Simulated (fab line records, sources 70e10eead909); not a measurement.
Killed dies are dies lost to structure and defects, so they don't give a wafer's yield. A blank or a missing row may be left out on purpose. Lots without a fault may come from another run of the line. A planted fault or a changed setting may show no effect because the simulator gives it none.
A struck lot beside a sound one | flow nand_harc | 15 steps out of a route of 1302
Sound: wafers L676.2, L676.3, L676.4. Struck: wafer L668.3. (L668.4 of the same lot was not struck and is left out.) The cause comes at the end.
At each step with rows: each side's tool, then ch and its chambers, then its first start. Under that, the readings that differ: sound wafers | struck wafers | difference of the means | sigmas: that difference in standard deviations of wafers without a fault.
alike: readings whose means differ by less than 2 such deviations, and words and numbers that are the same on both sides. not compared: withheld readings, readings that some wafer has no value for, bounds like >300 that may hide the same value, and numbers for which the record gives no deviation and whose values overlap.
The two part at a step that has a row with sigmas, a row that says differs or no value, or rows on one side only. Numbers that don't overlap but have no deviation are shown without sigmas and don't part them. A reading that every wafer of one side lacks parts them only if that side has two wafers or more.

first, 1 step without rows for these wafers: NHARC_A_CONTACT_ETCH_138 (etches the open film in C4F8/O2/Ar, time 311 s, target depth 1914 nm).
NHARC_A_CONTACT_ETCH_139: etches the open film in C4F8/O2/Ar, time 195 s, target depth 840 nm.
  sound on har_cap_etch-03 ch 0,1, day 29 13:08; struck on har_cap_etch-01 ch 1, day 25 23:59
  not compared: rf_hours_counter_h
NHARC_A_CONTACT_ETCH_92: etches the open film in CH3F/O2, target depth 40 nm, time 85.7 s.
  sound on rie_diel-12 ch 1,2, day 29 13:40; struck on rie_diel-12 ch 0, day 26 00:29
  reading      | sound             | struck | difference | sigmas
  rf_vpp_V (V) | 243.5 245.7 244.7 | 247.8  | +3.2       | +2
  alike: drypump_motor_current_A, oes_product_au, showerhead_plenum_p_Torr, throttle_valve_pct
  not compared: rf_hours_counter_h
NHARC_A_CONTACT_ETCH_98: etches the open film in C4F6/O2, target depth 20 nm, time 10 s.
  sound on rie_diel-12 ch 1,2, day 29 13:51; struck on rie_diel-12 ch 1
  alike: c4f6_flow_sccm, drypump_motor_current_A, oes_product_au, rf_vpp_V, showerhead_plenum_p_Torr, throttle_valve_pct
  not compared: rf_hours_counter_h
NHARC_A_CONTACT_CD_MEAS_15:
  sound on cd_sem-02, day 29 13:56; struck on cd_sem-03, day 26 00:41
  alike: cd_nm
then, 3 steps without rows for these wafers: NHARC_A_CONTACT_STRIP_107 (strips in N2/H2); NHARC_A_CONTACT_STRIP_108 (strips in CF4/CHF3); NHARC_A_CONTACT_STRIP_109 (strips in O2/COS).
NHARC_A_CONTACT_ETCH_110: etches the open film in CF4/O2, target depth 60 nm, overetch 6 nm, time 33 s.
  sound on rie_diel-03 ch 0,2,3, day 29 14:20; struck on rie_diel-12 ch 1, day 26 01:28
  reading                     | sound       | struck | difference | sigmas
  drypump_motor_current_A (A) | 5.3 5.6 4.8 | 6.0    | +0.8       | +2
  rf_hours_counter_h (h)      | 11 10 13    | 26     | +15        |
  alike: oes_product_au, rf_vpp_V, showerhead_plenum_p_Torr, throttle_valve_pct
then, 2 steps without rows for these wafers: NHARC_A_CONTACT_STRIP_26 (strips in O2); NHARC_A_CONTACT_STRIP_27 (strips in post etch residue remover, time 600 s).
NHARC_A_CONTACT_ALD_18: deposits TiN, target thk 3 nm, pulse time 1 s, ald cycles 150.
  sound on ald_metal-01 ch 1,2,3, day 29 15:04; struck on ald_metal-01 ch 0, day 26 02:08
  alike: heater_power_w, precursor_pulse_height_rel
NHARC_A_CONTACT_CVD_19: deposits W, target thk 300 nm, time 802 s.
  sound on cvd_w-01 ch 0,1, day 29 15:26; struck on cvd_w-02 ch 1, day 26 02:34
  reading                | sound       | struck | difference | sigmas
  heater_power_w (W)     | 518 496 514 | 453    | -56        | -2
  throttle_valve_pct (%) | 7.6 7.6 8.1 | 8.7    | +0.9       | +3
NHARC_A_CONTACT_CMP_20: polishes, t overpolish 30 s, target thk 300 nm.
  sound on cmp-03 ch 1,2,3, day 29 16:11; struck on cmp-03 ch 2, day 26 03:12
  reading                | sound    | struck | difference | sigmas
  time_to_endpoint_s (s) | 66 63 60 | 82     | +19        | +5
  alike: motor_current_A, overpolish_run_s
NHARC_END_SORT_01:
  the record has rows for the struck wafers here (prober-02 ch 0, day 28 03:11) and none for the sound ones

WHERE THEY PART
First at NHARC_A_CONTACT_ETCH_92; last, within this record, at NHARC_END_SORT_01.

WHY: what the simulator had put in
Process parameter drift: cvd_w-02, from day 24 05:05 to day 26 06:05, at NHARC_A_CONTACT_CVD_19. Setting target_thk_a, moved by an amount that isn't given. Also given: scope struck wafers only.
